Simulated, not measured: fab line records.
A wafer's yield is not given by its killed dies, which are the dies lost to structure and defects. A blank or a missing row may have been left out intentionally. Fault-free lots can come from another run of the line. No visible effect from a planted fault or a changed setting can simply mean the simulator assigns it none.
Matching of chambers -- flow n5 finfet -- N5_BEOL_M0_SAQP_ETCH_106 on rie diel-02: 4 sister chambers
The step etches SOC in N2/H2, stops on SiNx, target depth 150 nm. 4 wafers are shown with their chamber, then 10 later ones without.

EACH WAFER AND ITS CHAMBER
wafer,chamber,showerhead plenum p Torr (Torr)
L085.6,0,2.59
L086.5,1,2.66
L092.2,3,2.47
L092.3,2,2.47

WAFERS WITH NO CHAMBER GIVEN
wafer,showerhead plenum p Torr (Torr)
L092.5,2.47
L093.2,2.47
L093.4,2.47
L093.6,2.66
L097.1,2.58
L097.2,2.47
L097.3,2.65
L097.4,2.46
L097.5,2.46
L097.6,2.65

WHICH CHAMBER EACH ONE RAN IN
wafer,from the rows above,in truth
L092.5,can't be placed: 2 or 3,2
L093.2,can't be placed: 2 or 3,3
L093.4,can't be placed: 2 or 3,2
L093.6,1,1
L097.1,0,0
L097.2,can't be placed: 2 or 3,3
L097.3,1,1
L097.4,can't be placed: 2 or 3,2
L097.5,can't be placed: 2 or 3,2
L097.6,1,1
Correctly placed: 4 of 10. Unplaceable from these rows: 6, with the true chamber sitting among the candidates in 6. Wrongly placed: 0.
How it was worked out, from the rows above alone: a wafer's distance from a chamber is the root of the sum, over the readings, of the square of ((its reading less the chamber's mean) divided by the reading's scatter). The wafer belongs to the nearest chamber; if the next one is less than 2 further off, it can't be placed. The mean given for a chamber averages the wafers shown for that chamber. The scatter: with one shown wafer a chamber, the root of the mean of the squares of how far each hidden wafer lies from its nearest shown one.
